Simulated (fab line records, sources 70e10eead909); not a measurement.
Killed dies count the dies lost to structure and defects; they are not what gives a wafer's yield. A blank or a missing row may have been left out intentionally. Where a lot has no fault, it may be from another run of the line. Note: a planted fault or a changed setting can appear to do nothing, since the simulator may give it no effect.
Chamber matching | flow nand-harc | NHARC_A_STAIRCASE_CMP_450 on cmp-04: 4 sister chambers
The step polishes SiO2, target thk 200 nm. 4 wafers are shown with their chamber, then 9 later ones without.

## WAFERS, EACH WITH ITS CHAMBER
wafer  | chamber | motor-current-A (A)
L085.1 | 2       | 11.9
L086.1 | 3       | 11.9
L086.2 | 1       | 12.6
L086.5 | 0       | 14.6

## WAFERS WITH NO CHAMBER GIVEN
wafer  | motor-current-A (A)
L088.2 | 12.5
L088.3 | 11.5
L088.5 | 12.7
L093.1 | 11.3
L093.2 | 13.6
L093.3 | 12.3
L097.1 | 13.5
L097.2 | 12.6
L097.6 | 11.9

## CHAMBER TAKEN BY EACH
wafer  | from the rows above               | in truth
L088.2 | can't be placed: 1 or 2 or 3      | 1
L088.3 | can't be placed: 2 or 3 or 1      | 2
L088.5 | can't be placed: 1 or 2 or 3      | 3
L093.1 | can't be placed: 2 or 3 or 1      | 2
L093.2 | can't be placed: 0 or 1 or 2 or 3 | 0
L093.3 | can't be placed: 1 or 2 or 3      | 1
L097.1 | can't be placed: 1 or 0 or 2 or 3 | 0
L097.2 | can't be placed: 1 or 2 or 3      | 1
L097.6 | can't be placed: 2 or 3 or 1      | 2
0 of 9 placed correctly. Cannot be placed on the basis of these rows: 9; the candidates contain the true chamber in 9. Placed wrongly: 0.
How it was worked out, from the rows above alone: a wafer's distance from a chamber is the root of the sum, over the readings, of the square of ((its reading less the chamber's mean) divided by the reading's scatter). If the next closest chamber is less than 2 further off than the closest, the wafer can't be placed; otherwise it belongs to the closest. A chamber's mean is the mean of its shown wafers. The scatter (one wafer shown for each chamber): square how far every hidden wafer sits from the nearest shown wafer, average those squares and take the square root.
